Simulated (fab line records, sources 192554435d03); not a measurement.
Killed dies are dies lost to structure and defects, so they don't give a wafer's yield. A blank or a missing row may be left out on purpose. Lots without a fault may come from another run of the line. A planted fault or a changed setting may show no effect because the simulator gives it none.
Chamber matching | flow n5_finfet | N5_BEOL_M15_TRENCH_ETCH_34 on rie_diel-04: 4 sister chambers
The step etches SiO2 in C4F8/O2/Ar, target depth 872.93 nm, time 199 s. 4 wafers are shown with their chamber, then 10 later ones without.

WAFERS WITH THEIR CHAMBER
wafer  | chamber | rf_vpp_V (V)
L081.1 | 1       | 2212
L084.4 | 3       | 2184
L089.2 | 0       | 2164
L089.3 | 2       | 2258

WAFERS WITHOUT THEIR CHAMBER
wafer  | rf_vpp_V (V)
L089.5 | 2212
L090.2 | 2183
L090.4 | 2259
L090.6 | 2183
L091.2 | 2183
L091.5 | 2209
L091.6 | 2260
L088.2 | 2259
L088.3 | 2182
L088.6 | 2162

WHICH CHAMBER EACH WENT THROUGH
wafer  | from the rows above | in truth
L089.5 | 1                   | 1
L090.2 | 3                   | 3
L090.4 | 2                   | 2
L090.6 | 3                   | 3
L091.2 | 3                   | 3
L091.5 | 1                   | 1
L091.6 | 2                   | 2
L088.2 | 2                   | 2
L088.3 | 3                   | 3
L088.6 | 0                   | 0
Placed correctly: 10 of 10. Can't be placed from these rows: 0. Placed wrongly: 0.
How it was worked out, from the rows above alone: a wafer's distance from a chamber is the root of the sum, over the readings, of the square of ((its reading less the chamber's mean) divided by the reading's scatter). The wafer belongs to the nearest chamber; if the next one is less than 2 further off, it can't be placed. A chamber's mean is the mean of its shown wafers. The scatter: with one shown wafer a chamber, the root of the mean of the squares of how far each hidden wafer lies from its nearest shown one.
